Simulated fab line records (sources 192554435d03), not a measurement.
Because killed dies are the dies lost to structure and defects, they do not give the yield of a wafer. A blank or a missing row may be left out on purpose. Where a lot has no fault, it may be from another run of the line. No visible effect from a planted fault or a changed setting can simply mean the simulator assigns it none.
A struck lot beside a sound one || flow n5_finfet || 34 out of 1938 route steps
Sound: wafers L778.1, L778.2, L778.4. Wafers L786.1, L786.2, L786.3 were the ones struck. The cause is named last.
Each step with rows lists, per side, the tool, then ch with its chambers, then its first start. Under that, the readings that differ: sound wafers || struck wafers || difference of the means || sigmas: that difference in standard deviations of wafers without a fault.
alike: same words and numbers on both sides, and readings whose means sit less than 2 such deviations apart. not compared: any withheld reading, any reading some wafer has no value for, any bound like >300 that may hide the same value, and any number with overlapping values for which the record gives no deviation.
Wherever a step has rows on one side only, a row that says differs or no value, or a row with sigmas, the two part there. Numbers that have no deviation but don't overlap get no sigmas and don't part them. A reading that every wafer of one side lacks parts them only if that side has two wafers or more.

first, 10 steps without rows for these wafers: N5_BEOL_M9_STRIP_36 (strips in N2/H2); N5_BEOL_M9_TRENCH_ETCH_37 (etches SiCOH lowk in C4F6/O2, target depth 151.43 nm, time 49 s); N5_BEOL_M9_ETCH_41 (etches SiCN in CH3F/O2, target depth 36.6 nm, time 70.1 s); N5_BEOL_M9_STRIP_80 (strips in N2/H2, time 10 s); N5_BEOL_M9_HM_STRIP_39 (strips TiN in peroxide tin strip, target depth 25 nm, time 158 s); N5_BEOL_M9_SRD_40 (time 30 s); N5_BEOL_M9_PRECLEAN_42 (cleans in residue remover, time 60 s); N5_BEOL_M9_SRD_43 (time 30 s); N5_BEOL_M9_CURE_72 (cures SiCOH lowk, time 120 s); N5_BEOL_M9_DEGAS_44 (time 60 s).
N5_BEOL_M9_PRE_CLEAN_45: time 30 s.
  sound on pvd_sputter-03, day 13 06:35; struck on pvd_sputter-01, day 15 22:55
  alike: heater_power_w
then, 22 steps without rows for these wafers: N5_BEOL_M9_ALD_74 (deposits TaN, target thk 2 nm, pulse time 2 s, purge time 3 s); N5_BEOL_M9_SURFACE_TREAT_79; N5_BEOL_M9_CVD_78 (deposits Co from CCTBA/H2, target thk 2 nm, time 138.9 s); N5_BEOL_M9_SPUTTER_48 (material Cu, target thk 12 nm, time 2 s); N5_BEOL_M9_ECD_50 (material Cu, target thk 318 nm); N5_BEOL_M9_ANNEAL_51 (time 90 s); N5_BEOL_M9_CMP_52 (polishes, stops on SiCOH lowk, t overpolish 7 s, target thk 140 nm); N5_BEOL_M9_PRE_CLEAN_55 (time 15 s); N5_BEOL_M9_DEP_56 (deposits SiCN from 3MS/NH3, target thk 15 nm, time 26.5 s); N5_BEOL_M10_ILD_DEP_00 (deposits SiCOH lowk from DEMS/porogen, target thk 308.51 nm, time 58 s); N5_BEOL_M10_CURE_71 (cures SiCOH lowk, time 240 s); N5_BEOL_M10_PECVD_70 (deposits SiO2 from TEOS/O2, target thk 20 nm, time 22.7 s); N5_BEOL_M10_HM_DEP_02 (deposits TiN, target thk 20 nm); N5_BEOL_M10_COAT_59 (time 60 s, resist thk 100 nm); N5_BEOL_M10_COAT_60 (time 60 s, resist thk 30 nm); N5_BEOL_M10_COAT_05 (resist thk 90 nm); N5_BEOL_M10_EBR_07; N5_BEOL_M10_SOFTBAKE_06 (time 60 s); N5_BEOL_M10_EXPOSE_08 (exposes mask M10); N5_BEOL_M10_PEB_09 (peb time 60 s); N5_BEOL_M10_DEVELOP_10 (develop time 30 s); N5_BEOL_M10_DESCUM_16 (chemistry O2, time 7.9 s).
-- a jump in the record: the struck wafers' starts before and after are 3 days apart (it breaks off in module BEOL_M10 and resumes in module PASSIVATION, where the first step shown is number 1936 of the route) --
N5_PASSIVATION_PROBE_49:
  only the struck wafers here have rows in the record (prober-01, day 18 15:17); the sound ones have none

## WHERE THEY PART
At N5_PASSIVATION_PROBE_49 and nowhere else, as far as this record goes.

WHY: the cause the simulator had injected
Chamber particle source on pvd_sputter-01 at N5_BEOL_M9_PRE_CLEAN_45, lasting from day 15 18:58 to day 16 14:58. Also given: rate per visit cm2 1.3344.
